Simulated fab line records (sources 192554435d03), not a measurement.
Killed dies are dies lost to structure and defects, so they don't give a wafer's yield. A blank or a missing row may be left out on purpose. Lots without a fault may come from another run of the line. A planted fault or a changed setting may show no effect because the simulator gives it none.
fab line records	flow n5_finfet
record lots=7	wafers=18	last_day=18
route steps=1938 shown STI_FIN_REVEAL@184 DUMMY_GATE@212 BEOL_M4@1111 PASSIVATION@1936
lots with no fault: from the same line, run without faults
start_h: hours from the record's first day to the start of the lot's first wafer shown	wait_h: how many hours have passed since the lot's step before this one	" unchanged from the row above	L1.1+2: several wafers, shown together as one row	- value missing, or start not given	* or withheld: withheld	< > ~ a bound
route shown NAME@n: NAME is a module with steps in the file, n the number in the route of the first one	usual: the fault-free wafers' mean and standard deviation	same: alike in all rows	chamber/n: place in a boat	sites: each site's reading	_std_site: the standard deviation of these	_edge_site: outer sites' mean less inner sites'	radius_mm: for every site, how far away it sits from the centre of the wafer	mask NAME#n: copy n	behind: the tool/chamber that last shaped the wafer	hold: why the lot went on hold/how many hours it stayed there/how the hold came to an end	device: which transistor (n, p or np) failed to switch	end of line: the route-end tests of the same wafers	step lacking rows: just its recipe	killed: count of dies lost to structure and defects at first sort (not the wafer's yield)	map: per-die view of a wafer (x killed, . not killed, _ where there is no die)
set.NAME: the run value of the setting; set.NAME@STEP: its run value at that earlier step	model.NAME: the simulator's own value behind a step, which no gauge read
certain route steps with their lots: each step a table, each wafer a row
services: from which hour (start_h, from the record's first day; less than 0 if before it) a tool's chamber was out of use, for how many hours, and why
## steps
# step N5_STI_FIN_REVEAL_ALD_14
# recipe material=Si3N4	target_thk_a=30	temp_c=400	ald_precursor_family=SiH2I2	ald_co_reactant=N2/H2-plasma	pressure_torr=2
# step N5_STI_FIN_REVEAL_FCVD_FILL_01
# recipe material=SiO2_flowable	target_thk_a=3120	temp_c=100	pressure_torr=0.8	rf_w=2000	time_s=512.2
# step N5_STI_FIN_REVEAL_DENSIFY_02
# recipe temp_c=650	ambient=steam	time_s=1800	idle_temp_c=400	densification_p_h2o_torr=640
# step N5_STI_FIN_REVEAL_CMP_04
# recipe stop_on=Si3N4	t_overpolish_s=4	down_force_psi=2	platen_rpm=54.18	post_cmp_clean=alkaline_brush	pad_velocity_m_s=1.078	target_thk_nm=131.83
# step N5_STI_FIN_REVEAL_THK_MEAS_05
# usual thk_nm=130.9/1.2
lot.wafer	tool	chamber	start_h	wait_h	thk_nm
L580.1	film_metro-01	-	74.89	-	128.7
L580.4	"	-	"	"	131.7
L580.6	"	-	"	"	131.9
L581.3	film_metro-02	-	80.48	-	131.1
L581.5	"	-	"	"	130.9
L581.6	"	-	"	"	130.9
L587.1	film_metro-02	-	118.68	-	131.0
L587.4	"	-	"	"	131.1
L587.6	"	-	"	"	131.8
L589.2	film_metro-02	-	129.20	-	133.0
L589.6	"	-	"	"	131.9
L591.1	film_metro-02	-	143.31	-	131.8
L591.2	"	-	"	"	129.7
L592.5	film_metro-01	-	147.40	-	131.3
L592.6	"	-	"	"	128.8
L594.1	film_metro-01	-	159.77	-	129.4
L594.5	"	-	"	"	130.6
L594.6	"	-	"	"	131.6
# step N5_STI_FIN_REVEAL_DENSIFY_30
# recipe temp_c=*	time_s=*	ambient=N2	idle_temp_c=600	ramp_up_c_per_s=150	ramp_down_c_per_s=60	cool_to_c=600
# usual lamp_power_pct=11.54/0.049	lamp_zone_5_pct=11.535/0.015	lamp_zone_6_pct=11.451/0.015	wafer_temp_C_max=*
lot.wafer	tool	chamber	start_h	wait_h	lamp_power_pct	lamp_zone_5_pct	lamp_zone_6_pct	wafer_temp_C_max
L580.1	rtp_anneal-02	0	74.92	0.0	11.50	11.534	11.445	*
L580.4	"	0	"	"	11.47	11.552	11.473	*
L580.6	"	0	"	"	11.55	11.503	11.476	*
L581.3	rtp_anneal-01	0	80.80	0.3	11.55	11.524	11.471	*
L581.5	"	0	"	"	11.46	11.522	11.474	*
L581.6	"	0	"	"	11.50	11.549	11.431	*
L587.1	rtp_anneal-02	0	118.74	0.1	11.57	11.536	11.469	*
L587.4	"	0	"	"	11.51	11.538	11.434	*
L587.6	"	0	"	"	11.64	11.550	11.454	*
L589.2	rtp_anneal-01	0	129.26	0.1	11.54	11.517	11.448	*
L589.6	"	0	"	"	11.57	11.552	11.438	*
L591.1	rtp_anneal-02	0	143.50	0.2	11.53	11.524	11.456	*
L591.2	"	0	"	"	11.49	11.540	11.457	*
L592.5	rtp_anneal-02	0	147.54	0.1	11.53	11.544	11.451	*
L592.6	"	0	"	"	11.54	11.561	11.433	*
L594.1	rtp_anneal-02	0	160.03	0.3	11.53	11.520	11.466	*
L594.5	"	0	"	"	11.57	11.535	11.460	*
L594.6	"	0	"	"	11.61	11.537	11.453	*
# step N5_STI_FIN_REVEAL_ETCHBACK_08
# recipe chemistry=C4F6/O2	target=SiO2	target_depth_a=305	time_s=10.167	ion_energy_ev=250	pressure_mtorr=30	source_w=345	bias_w=185	Ar_flow_sccm=300	C4F6_flow_sccm=10	O2_flow_sccm=10
# step N5_STI_FIN_REVEAL_STRIP_24
# recipe chemistry=N2/H2	time_s=90	power_w=100	temp_c=40	pressure_mtorr=100	rf_frequency_hz=6e+07	bias_power_w=3	n2_flow_sccm=300	h2_flow_sccm=300
# usual drypump_motor_current_A=5.6/0.5	oes_product_au=0.81/0.075	rf_vpp_V=45.5/0.85	showerhead_plenum_p_Torr=3.44/0.11	throttle_valve_pct=12.23/0.15
lot.wafer	tool	chamber	start_h	wait_h	drypump_motor_current_A	oes_product_au	rf_hours_counter_h	rf_vpp_V	showerhead_plenum_p_Torr	throttle_valve_pct
L580.1	rie_diel-01	1	75.17	0.0	5.3	0.97	7	46.4	3.46	11.94
L580.4	"	3	"	"	5.3	0.73	152	44.7	3.51	12.21
L580.6	"	3	"	"	5.4	0.75	-	45.5	3.51	12.21
L581.3	rie_diel-01	3	80.99	0.0	5.4	0.74	154	45.1	3.51	12.22
L581.5	"	2	"	"	5.0	0.75	-	45.3	3.49	12.34
L581.6	"	3	"	"	5.3	0.74	-	45.7	3.51	12.21
L587.1	rie_diel-01	2	119.10	0.0	5.0	0.74	158	45.5	3.48	12.39
L587.4	"	0	"	"	6.4	0.83	79	45.2	3.44	12.09
L587.6	"	3	"	"	5.3	0.74	-	46.2	3.50	12.25
L589.2	rie_diel-01	0	129.83	0.0	6.4	0.83	83	45.3	3.43	12.10
L589.6	"	3	"	"	5.4	0.74	-	45.8	3.50	12.27
L591.1	rie_diel-01	1	143.77	0.0	5.2	0.90	36	45.4	3.44	11.99
L591.2	"	0	"	"	6.4	0.82	88	46.1	3.43	12.11
L592.5	rie_diel-05	1	147.79	0.0	5.6	0.86	-	44.3	3.30	12.24
L592.6	"	2	"	"	5.6	0.91	-	45.7	3.60	12.18
L594.1	rie_diel-05	2	160.29	0.0	5.6	0.89	41	46.4	3.59	12.17
L594.5	"	1	"	"	5.7	0.86	-	45.2	3.30	12.24
L594.6	"	2	"	"	5.6	0.89	-	45.6	3.59	12.19
# step N5_STI_FIN_REVEAL_PRECLEAN_25
# recipe chemistry=SPM	time_s=90	temp_c=120	mix=4:1
# step N5_STI_FIN_REVEAL_PRECLEAN_26
# recipe chemistry=SC1	time_s=45	temp_c=46	mix=1:2:100
# step N5_STI_FIN_REVEAL_PRECLEAN_29
# recipe chemistry=DHF	time_s=30	temp_c=25	dilution=300:1
# step N5_STI_FIN_REVEAL_SRD_12
# recipe time_s=30	temp_c=23	rinse_liquid=diw	dry=ipa_marangoni
# step N5_STI_FIN_REVEAL_RECESS_09
# recipe chemistry=HF/NH3	target=SiO2	afs_cycles=11	target_depth_a=425	temp_c=30	sublimation_temp_c=180	sublimation_time_s=60
# usual drypump_motor_current_A=5.3/0.45
lot.wafer	tool	chamber	start_h	wait_h	drypump_motor_current_A
L580.1	vapor_etch-01	0	75.43	0.1	5.2
L580.4	"	1	"	"	5.1
L580.6	"	1	"	"	5.1
L581.3	vapor_etch-01	0	81.80	0.6	5.2
L581.5	"	1	"	"	5.0
L581.6	"	0	"	"	5.2
L587.1	vapor_etch-01	0	119.31	0.0	5.2
L587.4	"	0	"	"	5.2
L587.6	"	0	"	"	5.2
L589.2	vapor_etch-01	1	130.04	0.0	5.0
L589.6	"	0	131.10	1.1	5.2
L591.1	vapor_etch-01	0	143.99	0.0	5.2
L591.2	"	1	"	"	5.0
L592.5	vapor_etch-01	1	149.02	1.1	5.1
L592.6	"	0	"	"	5.2
L594.1	vapor_etch-02	0	160.51	0.0	4.9
L594.5	"	1	161.57	1.1	6.2
L594.6	"	0	"	"	4.9
# step N5_STI_FIN_REVEAL_STRIP_16
# recipe chemistry=H3PO4	material=SiNx	temp_c=165	target_depth_a=238	overetch_fraction=0.4964	dry=ipa_marangoni
# step N5_STI_FIN_REVEAL_PRECLEAN_17
# recipe chemistry=NF3:NH3	afs_cycles=1	temp_c=30	time_s=20	sublimation_temp_c=180	sublimation_time_s=60	pressure_torr=3	rf_power_w=30
# step N5_STI_FIN_REVEAL_ETCH_34
# recipe chemistry=H2	mode=isotropic	material=Si	target=Si	target_depth_a=9.7	temp_c=20	pressure_mtorr=4.5	icp_w=300	bias_w=0	h2_flow_sccm=7.5	he_flow_sccm=142.5
# usual drypump_motor_current_A=5.77/0.25	oes_product_au=1.006/0.018	throttle_valve_pct=25.70/0.29
lot.wafer	tool	chamber	start_h	wait_h	drypump_motor_current_A	oes_product_au	rf_hours_counter_h	throttle_valve_pct
L580.1	rie_si-01	1	77.52	0.2	5.74	0.991	69	26.10
L580.4	"	2	"	"	5.92	1.025	51	25.68
L580.6	"	1	"	"	5.76	0.988	-	26.12
L581.3	rie_si-01	1	83.60	0.1	5.68	0.994	69	26.11
L581.5	"	2	"	"	5.93	1.020	-	25.67
L581.6	"	3	"	"	5.61	0.993	-	25.90
L587.1	rie_si-06	0	121.40	0.2	5.57	1.035	9	25.91
L587.4	"	1	"	"	5.36	1.023	18	25.29
L587.6	"	2	"	"	6.15	0.980	-	25.31
L589.2	rie_si-01	0	132.13	0.1	5.64	1.025	156	25.97
L589.6	"	1	"	"	5.76	0.993	-	26.10
L591.1	rie_si-04	0	146.08	0.2	6.06	1.008	28	25.51
L591.2	"	3	"	"	6.59	1.039	80	25.78
L592.5	rie_si-06	2	150.07	0.1	6.14	0.967	-	25.30
L592.6	"	3	"	"	5.87	1.018	-	25.62
L594.1	rie_si-06	0	162.60	0.2	5.56	1.031	9	25.91
L594.5	"	3	"	"	5.83	1.016	-	25.65
L594.6	"	2	"	"	6.11	0.979	-	25.29
# step N5_STI_FIN_REVEAL_OXIDATION_31
# recipe chemistry=O2_PLASMA_REMOTE	temp_c=150	time_s=20	pressure_mtorr=1000	source_power_w=2000	o2_flow_sccm=3000
# usual drypump_motor_current_A=5.8/0.47	heater_power_w=160/18
lot.wafer	tool	chamber	start_h	wait_h	drypump_motor_current_A	heater_power_w	rf_hours_counter_h
L580.1	plasma_asher-02	1	77.58	0.0	5.2	169	34
L580.4	"	0	"	"	6.3	171	-
L580.6	"	1	"	"	5.2	170	-
L581.3	plasma_asher-02	1	83.69	0.1	5.2	169	-
L581.5	"	0	"	"	6.3	170	-
L581.6	"	1	"	"	5.2	170	-
L587.1	plasma_asher-01	0	121.47	0.0	5.7	123	95
L587.4	"	1	"	"	6.0	148	-
L587.6	"	1	"	"	6.0	145	-
L589.2	plasma_asher-01	1	132.19	0.0	6.0	145	97
L589.6	"	1	"	"	6.0	148	-
L591.1	plasma_asher-02	1	146.14	0.0	5.2	172	54
L591.2	"	0	"	"	6.3	175	54
L592.5	plasma_asher-01	0	150.15	0.1	5.7	124	-
L592.6	"	1	"	"	6.0	149	-
L594.1	plasma_asher-02	0	162.66	0.0	6.3	172	57
L594.5	"	0	"	"	6.3	170	-
L594.6	"	1	"	"	5.2	166	-
# step N5_STI_FIN_REVEAL_PRECLEAN_32
# recipe chemistry=NF3:NH3	afs_cycles=1	temp_c=30	time_s=20	sublimation_temp_c=180	sublimation_time_s=60	pressure_torr=3	rf_power_w=30
# step N5_STI_FIN_REVEAL_STRIP_35
# recipe chemistry=H3PO4	material=Si3N4	temp_c=165	target_depth_a=40	time_s=39
# step N5_STI_FIN_REVEAL_SRD_21
# recipe dry=ipa_marangoni	time_s=30	temp_c=23	rinse_liquid=diw
# step N5_STI_FIN_REVEAL_OXIDATION_33
# recipe chemistry=O2_PLASMA_REMOTE	temp_c=150	time_s=20	pressure_mtorr=1000	source_power_w=2000	o2_flow_sccm=3000
# step N5_STI_FIN_REVEAL_CLEAN_19
# recipe chemistry=O3/DIW	temp_c=25	time_s=120	o3_ppm=10
# step N5_STI_FIN_REVEAL_SRD_23
# recipe dry=ipa_marangoni	time_s=30	temp_c=23	rinse_liquid=diw
# step N5_STI_FIN_REVEAL_CD_MEAS_22
# recipe target_cd_nm=6.238	pitch_nm=28	polarity=line
# usual cd_nm=6.29/0.29
lot.wafer	tool	chamber	start_h	wait_h	cd_nm
L580.1	cd_sem-03	-	78.13	0.0	5.95
L580.4	"	-	"	"	6.42
L580.6	"	-	"	"	6.49
L581.3	cd_sem-02	-	84.18	0.0	6.60
L581.5	"	-	"	"	6.19
L581.6	"	-	"	"	6.43
L587.1	cd_sem-01	-	121.98	0.0	6.29
L587.4	"	-	"	"	6.42
L587.6	"	-	"	"	6.45
L589.2	cd_sem-03	-	132.71	0.0	6.15
L589.6	"	-	"	"	5.96
L591.1	cd_sem-02	-	146.66	0.0	6.62
L591.2	"	-	"	"	6.54
L592.5	cd_sem-01	-	150.64	0.0	6.50
L592.6	"	-	"	"	6.33
L594.1	cd_sem-03	-	163.48	0.0	6.45
L594.5	"	-	"	"	6.63
L594.6	"	-	"	"	5.80
# step N5_STI_FIN_REVEAL_FIN_H_MEAS_10
# usual trench_depth_nm=52.1/0.82
lot.wafer	tool	chamber	start_h	wait_h	trench_depth_nm
L580.1	ocd-01	-	78.16	0.0	52.4
L580.4	"	-	"	"	51.6
L580.6	"	-	"	"	52.4
L581.3	ocd-02	-	84.21	0.0	52.8
L581.5	"	-	"	"	52.0
L581.6	"	-	"	"	51.6
L587.1	ocd-02	-	122.01	0.0	50.6
L587.4	"	-	"	"	51.1
L587.6	"	-	"	"	51.0
L589.2	ocd-01	-	132.74	0.0	56.8
L589.6	"	-	"	"	51.8
L591.1	ocd-01	-	146.69	0.0	52.4
L591.2	"	-	"	"	55.9
L592.5	ocd-01	-	150.67	0.0	57.0
L592.6	"	-	"	"	54.0
L594.1	ocd-02	-	163.51	0.0	54.0
L594.5	"	-	"	"	51.6
L594.6	"	-	"	"	53.3
# step N5_STI_FIN_REVEAL_PRECLEAN_18
# recipe chemistry=SC2	time_s=45	temp_c=35	mix=1:1:50
# step N5_STI_FIN_REVEAL_SRD_28
# recipe dry=ipa_marangoni	time_s=30	temp_c=23	rinse_liquid=diw
# step N5_STI_FIN_REVEAL_INSPECT_13
# recipe inspect_instrument=darkfield	mode=post_clean
# usual raw_defect_count=12/5.3
lot.wafer	tool	chamber	start_h	wait_h	raw_defect_count
L580.1	defect_inspect-02	-	78.25	0.0	6
L580.4	"	-	"	"	14
L580.6	"	-	"	"	9
L581.3	defect_inspect-01	-	84.30	0.0	3
L581.5	"	-	"	"	22
L581.6	"	-	"	"	17
L587.1	defect_inspect-02	-	122.10	0.0	18
L587.4	"	-	"	"	9
L587.6	"	-	"	"	14
L589.2	defect_inspect-02	-	132.83	0.0	4
L589.6	"	-	"	"	6
L591.1	defect_inspect-01	-	146.78	0.0	7
L591.2	"	-	"	"	6
L592.5	defect_inspect-02	-	150.76	0.0	24
L592.6	"	-	"	"	11
L594.1	defect_inspect-01	-	163.60	0.0	14
L594.5	"	-	"	"	17
L594.6	"	-	"	"	21
# step N5_DUMMY_GATE_PRECLEAN_00
# recipe chemistry=O3/DIW	time_s=60	temp_c=22	o3_ppm=10
# step N5_DUMMY_GATE_SRD_01
# recipe time_s=30	temp_c=23	rinse_liquid=diw	dry=ipa_marangoni
# step N5_DUMMY_GATE_ALD_02
# recipe material=SiO2	target_thk_a=20	temp_c=300	ald_precursor_family=BDEAS	ald_co_reactant=O2-plasma	pulse_time_s=1	pressure_torr=2
# usual heater_power_w=487/40	precursor_pulse_height_rel=0.999/0.02
lot.wafer	tool	chamber	start_h	wait_h	heater_power_w	precursor_pulse_height_rel	since_wet_clean_h
L580.1	ald_sin-03	1	78.34	0.0	491	1.026	358
L580.4	"	0	"	"	468	1.009	358
L580.6	"	0	"	"	476	0.974	-
L581.3	ald_sin-02	0	84.40	0.0	528	0.964	182
L581.5	"	0	"	"	522	0.991	-
L581.6	"	1	"	"	466	0.964	-
L587.1	ald_sin-03	3	122.51	0.3	475	1.000	21
L587.4	"	0	"	"	483	1.032	21
L587.6	"	3	"	"	472	1.011	-
L589.2	ald_sin-03	0	132.99	0.1	472	0.988	32
L589.6	"	1	"	"	459	1.006	-
L591.1	ald_sin-04	3	146.87	0.0	522	0.975	139
L591.2	"	0	"	"	528	0.997	139
L592.5	ald_sin-04	1	150.88	0.1	480	1.019	-
L592.6	"	2	"	"	576	0.983	-
L594.1	ald_sin-04	2	164.00	0.3	561	0.994	156
L594.5	"	3	"	"	528	0.980	-
L594.6	"	2	"	"	555	0.984	-
# step N5_DUMMY_GATE_CVD_03
# recipe material=a-Si	target_thk_a=1500	temp_c=530	precursor=SiH4	time_s=8042
# step N5_DUMMY_GATE_PRECLEAN_46
# recipe chemistry=DIW	time_s=89.5	temp_c=23
# step N5_DUMMY_GATE_SRD_47
# recipe dry_time_s=32	dry=n2_spin	spin_rpm=1500
# step N5_DUMMY_GATE_CMP_04
# recipe material=a-Si	post_cmp_clean=alkaline_brush
# step N5_DUMMY_GATE_THK_MEAS_05
# usual thk_nm=71.3/1.2
lot.wafer	tool	chamber	start_h	wait_h	thk_nm
L580.1	film_metro-01	-	82.43	0.2	71.2
L580.4	"	-	"	"	73.4
L580.6	"	-	"	"	71.3
L581.3	film_metro-02	-	88.48	0.2	71.6
L581.5	"	-	"	"	70.3
L581.6	"	-	"	"	72.9
L587.1	film_metro-01	-	126.63	0.1	70.1
L587.4	"	-	"	"	68.8
L587.6	"	-	"	"	69.0
L589.2	film_metro-02	-	137.09	0.2	71.0
L589.6	"	-	"	"	70.4
L591.1	film_metro-01	-	150.95	0.1	69.3
L591.2	"	-	"	"	70.5
L592.5	film_metro-02	-	154.94	0.1	69.8
L592.6	"	-	"	"	71.6
L594.1	film_metro-02	-	168.10	0.1	70.7
L594.5	"	-	"	"	69.5
L594.6	"	-	"	"	72.0
# step N5_DUMMY_GATE_HM_DEP_06
# recipe material=SiNx	target_thk_a=800	precursor=DCS/NH3	temp_c=700	pressure_mtorr=300	time_s=5141
# step N5_DUMMY_GATE_PECVD_30
# recipe material=SiO2	target_thk_a=550	temp_c=400	precursor=TEOS/O2	pressure_torr=6.5	rf_w=withheld	teos_flow_sccm=withheld	gas=O2	flow_sccm=2650	time_s=10.8
# step N5_DUMMY_GATE_COAT_34
# recipe resist=SOC	temp_c=250	time_s=60	spin_rpm=1500	resist_thk_nm=60
# step N5_DUMMY_GATE_COAT_35
# recipe resist=SiARC	temp_c=220	time_s=60	spin_rpm=1500	resist_thk_nm=10
# step N5_DUMMY_GATE_COAT_28
# recipe resist=underlayer	temp_c=205	time_s=60	spin_rpm=1500	resist_thk_nm=10
# step N5_DUMMY_GATE_COAT_09
# recipe resist=CAR-EUV	spin_rpm=1500	resist_thk_nm=30
# step N5_BEOL_M4_RC_MEAS_101
# usual DIBL_N=37.1/1.8	DIBL_P=37.2/2.1	IOFF_N=0.17/0.033	IOFF_P=0.22/0.037	ION_N=680/11	ION_P=464/7.7	SS_N=71.7/0.63	SS_P=73.6/0.67	VT_N=248.9/2.9	VT_P=-251/3.6
lot.wafer	tool	chamber	start_h	wait_h	DIBL_N[mV/V]	DIBL_P[mV/V]	IOFF_N[nA/um]	IOFF_P[nA/um]	ION_N[uA/um]	ION_P[uA/um]	SS_N[mV/dec]	SS_P[mV/dec]	VT_N[mV]	VT_P[mV]
L580.1	prober-01	0	216.01	0.0	35.3	34.7	0.16	0.22	682	468	71.4	73.0	250.5	-249
L580.4	"	0	"	"	39.0	38.8	0.22	0.30	685	474	72.1	73.9	245.0	-244
L580.6	"	0	"	"	38.1	38.2	0.21	0.30	687	480	72.9	73.6	245.6	-244
L581.3	prober-01	0	220.13	0.3	35.1	35.4	0.13	0.15	671	454	70.9	73.6	253.0	-258
L581.5	"	0	"	"	35.0	35.9	0.12	0.15	666	449	71.0	73.6	254.4	-257
L581.6	"	0	"	"	34.7	35.4	0.13	0.16	679	457	71.0	73.2	252.6	-258
L587.1	prober-02	0	274.65	0.0	40.2	40.4	0.21	0.23	690	460	71.8	73.6	246.8	-253
L587.4	"	0	"	"	38.7	38.6	0.18	0.19	680	451	71.3	73.5	247.9	-253
L587.6	"	0	"	"	38.9	38.6	0.17	0.19	682	465	71.5	73.8	249.3	-255
L589.2	prober-01	0	281.59	0.2	35.7	35.1	0.15	0.16	723	484	71.5	72.6	248.0	-257
L589.6	"	0	"	"	37.2	36.4	0.17	0.18	684	463	71.0	73.1	248.9	-253
L591.1	prober-01	0	286.63	0.3	35.1	36.7	0.14	0.20	674	461	70.9	73.1	250.6	-250
L591.2	"	0	"	"	36.2	38.3	0.18	0.23	736	504	71.3	74.1	245.5	-247
L592.5	prober-02	0	307.72	0.6	36.0	35.4	0.16	0.21	717	494	71.2	73.3	248.9	-253
L592.6	"	0	"	"	36.0	35.4	0.16	0.20	703	482	71.0	73.1	246.4	-251
L594.1	prober-01	0	317.86	0.0	37.0	36.4	0.16	0.22	696	481	71.0	73.3	247.9	-249
L594.5	"	0	"	"	37.6	36.9	0.18	0.23	689	469	71.7	73.9	244.7	-251
L594.6	"	0	"	"	34.2	32.7	0.12	0.17	689	473	70.4	73.0	254.7	-254
# step N5_PASSIVATION_PROBE_49
# usual defect_limited_yield=91.7/1.5	killed_at_M0_to_M3=32/10	killed_at_M4_up=14/5.3	killed_at_contacts=13/5.7	killed_at_front_end=37/10	killed_at_other=3.3/2.5	killed_dies=98/18	killed_on_rim=13/3.6	killed_open=65/13	killed_short=31/7.5	sort_bin_5_function=4.9/0.91	sort_bin_6_memory=3.1/0.71	sort_n_pass=1082/18	sort_yield_pct=91.7/1.5
# same gross_dies=1180	killed_at_back_side=0	sort_bin_4_leakage[%]=0	sort_bin_8_speed[%]=0
lot.wafer	tool	chamber	start_h	wait_h	defect_limited_yield[%]	killed_at_M0_to_M3	killed_at_M4_up	killed_at_contacts	killed_at_front_end	killed_at_other	killed_dies	killed_on_rim	killed_open	killed_short	sort_bin_5_function[%]	sort_bin_6_memory[%]	sort_n_pass	sort_yield_pct[%]
L589.2	prober-01	-	397.55	0.1	91.4	37	14	16	33	1	101	18	68	30	4.7	3.6	1079	91.4
L589.6	prober-01	-	397.75	0.3	92.2	28	15	12	37	0	92	13	58	32	4.6	3.1	1088	92.2
# killed by level:class
L589.2 MOL_CONTACT_COAG:geometric_particle:open=11 STI_FIN_REVEAL:geometric_particle:open=10 BEOL_M0_SAQP:geometric_particle:short=10 FIN_SAQP:geometric_particle:open=9 BEOL_M0_SAQP:geometric_particle:open=7 BEOL_M2:geometric_particle:open=6 BEOL_M3:geometric_particle:open=6 BEOL_M4:geometric_particle:open=6
L589.6 FIN_SAQP:geometric_particle:open=10 BEOL_M2:geometric_particle:open=10 MOL_CONTACT_COAG:geometric_particle:open=8 BEOL_M3:geometric_particle:open=6 FIN_SAQP:geometric_particle:short=5 STARTING-WAFER:geometric_particle:short=5 MOL_CONTACT_COAG:geometric_particle:short=4 BEOL_M0_SAQP:geometric_particle:open=4
## services
tool	chamber	start_h	hours	kind
rie_si-01	3	57.06	14.0	repair
rtp_anneal-02	-	66.57	5.7	pm
rie_si-06	1	72.53	13.9	repair
rie_diel-01	-	73.72	1.2	repair
rie_si-04	-	74.46	0.4	repair
rie_diel-01	1	77.18	4.7	repair
plasma_asher-01	-	78.85	28.1	pm
vapor_etch-02	-	84.98	2.8	pm
rie_si-01	1	87.34	4.0	repair
ald_sin-03	-	87.38	14.0	pm
ald_sin-03	0	87.38	14.0	vent_cycle
ald_sin-03	1	87.38	14.0	vent_cycle
rie_si-06	3	89.72	12.2	repair
rie_si-06	0	92.81	18.8	repair
rie_diel-01	3	100.79	8.7	repair
ald_sin-02	1	106.60	13.3	repair
rie_si-06	3	110.98	6.9	repair
plasma_asher-02	-	122.28	3.3	repair
rie_diel-01	-	135.57	0.8	repair
plasma_asher-02	-	139.91	0.9	repair
rie_diel-05	1	148.75	2.2	repair
rie_diel-05	0	152.80	25.5	repair
rie_diel-05	1	160.48	5.4	repair
plasma_asher-01	-	162.20	3.4	repair
## key
first_sign step=N5_STI_FIN_REVEAL_FIN_H_MEAS_10	reading=trench_depth_nm	direction=up	sigmas=5.5	usual=52.1	struck=56.6
effect step=N5_BEOL_M4_RC_MEAS_101	reading=ION_N	direction=up	sigmas=4	usual=680	struck=725
effect step=N5_BEOL_M4_RC_MEAS_101	reading=ION_P	direction=up	sigmas=3.9	usual=464	struck=494
met_at N5_STI_FIN_REVEAL_RECESS_09
struck_wafers L589.2,L591.2,L592.5
onset_between 119.31 130.04
fault kind=process_parameter_drift	tool=vapor_etch-01	chamber=-	onset_h=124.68	steps=N5_STI_FIN_REVEAL_RECESS_09	channel=target_depth_a	offset=46.917	shape=step	end_h=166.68	scope=struck_wafers_only	acts_in=these_recipes_only	stated=425
